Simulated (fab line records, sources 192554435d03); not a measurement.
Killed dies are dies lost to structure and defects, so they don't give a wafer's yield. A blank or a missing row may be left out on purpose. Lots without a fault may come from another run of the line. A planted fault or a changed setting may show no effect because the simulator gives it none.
Chamber matching | flow n5_finfet | N5_BEOL_M11_DEP_56 on pecvd-02: 3 sister chambers
The step deposits SiCN from 3MS/NH3, target thk 30 nm, time 10.5 s. 24 wafers are shown with their chamber, then 12 later ones without.

WAFERS WITH THEIR CHAMBER
wafer  | chamber | showerhead_plenum_p_Torr (Torr) | throttle_valve_pct (%) | chamber_pressure_Torr (Torr)
L074.2 | 2       | 4.116                           | 17.6                   | 3.006
L074.3 | 1       | 4.204                           | 18.9                   | 2.993
L074.5 | 1       | 4.222                           | 18.6                   | 3.001
L077.1 | 1       | 4.204                           | 19.0                   | 2.996
L077.3 | 0       | 4.145                           | 18.6                   | 2.993
L077.6 | 1       | 4.204                           | 18.8                   | 2.995
L078.1 | 2       | 4.127                           | 18.0                   | 2.995
L078.3 | 0       | 4.153                           | 18.7                   | 3.004
L078.6 | 0       | 4.136                           | 18.8                   | 3.001
L081.2 | 0       | 4.146                           | 18.5                   | 2.997
L081.3 | 2       | 4.137                           | 17.9                   | 2.997
L081.5 | 1       | 4.197                           | 18.9                   | 2.994
L084.2 | 1       | 4.218                           | 18.9                   | 3.001
L084.3 | 0       | 4.135                           | 18.8                   | 3.006
L084.5 | 1       | 4.208                           | 19.0                   | 2.997
L086.1 | 2       | 4.121                           | 17.7                   | 2.999
L086.3 | 0       | 4.148                           | 18.4                   | 2.998
L086.4 | 1       | 4.208                           | 18.5                   | 3.007
L089.4 | 1       | 4.201                           | 18.7                   | 2.983
L089.5 | 2       | 4.122                           | 17.9                   | 2.997
L089.6 | 0       | 4.143                           | 18.8                   | 2.999
L088.1 | 2       | 4.132                           | 17.8                   | 2.993
L088.3 | 0       | 4.138                           | 19.0                   | 2.991
L088.5 | 1       | 4.189                           | 18.9                   | 2.998

SIGNATURES (means of the wafers above)
reading                  | chamber 0 | chamber 1 | chamber 2 | scatter within a chamber
showerhead_plenum_p_Torr | 4.14300   | 4.20550   | 4.12583   | 0.00813
throttle_valve_pct       | 18.700    | 18.820    | 17.817    | 0.172
chamber_pressure_Torr    | 2.99863   | 2.99650   | 2.99783   | 0.00552
Rule: a wafer's distance from a chamber is the root of the sum, over the readings, of the square of ((its reading less the chamber's mean) divided by the reading's scatter). The wafer belongs to the nearest chamber; if the next one is less than 2 further off, it can't be placed. The scatter: the root of (the sum of the squares of (reading less its chamber's mean) over the shown wafers, divided by (wafers less chambers)).

WAFERS WITHOUT THEIR CHAMBER
wafer  | showerhead_plenum_p_Torr (Torr) | throttle_valve_pct (%) | chamber_pressure_Torr (Torr)
L091.2 | 4.136                           | 18.0                   | 3.010
L091.3 | 4.194                           | 18.8                   | 3.008
L091.4 | 4.145                           | 18.9                   | 3.005
L093.2 | 4.137                           | 18.5                   | 3.010
L093.4 | 4.148                           | 18.9                   | 3.004
L093.5 | 4.120                           | 17.9                   | 3.004
L096.1 | 4.156                           | 18.9                   | 3.000
L096.3 | 4.201                           | 18.8                   | 2.998
L096.4 | 4.118                           | 18.1                   | 2.996
L097.2 | 4.156                           | 18.9                   | 3.010
L097.5 | 4.201                           | 19.1                   | 2.999
L097.6 | 4.123                           | 18.1                   | 3.004

WHICH CHAMBER EACH WENT THROUGH
wafer  | from the rows above     | in truth
L091.2 | can't be placed: 2 or 0 | 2
L091.3 | 1                       | 1
L091.4 | 0                       | 0
L093.2 | 0                       | 0
L093.4 | 0                       | 0
L093.5 | 2                       | 2
L096.1 | 0                       | 0
L096.3 | 1                       | 1
L096.4 | 2                       | 2
L097.2 | 0                       | 0
L097.5 | 1                       | 1
L097.6 | 2                       | 2
Placed correctly: 11 of 12. Can't be placed from these rows: 1 (the true chamber is among the candidates in 1). Placed wrongly: 0.
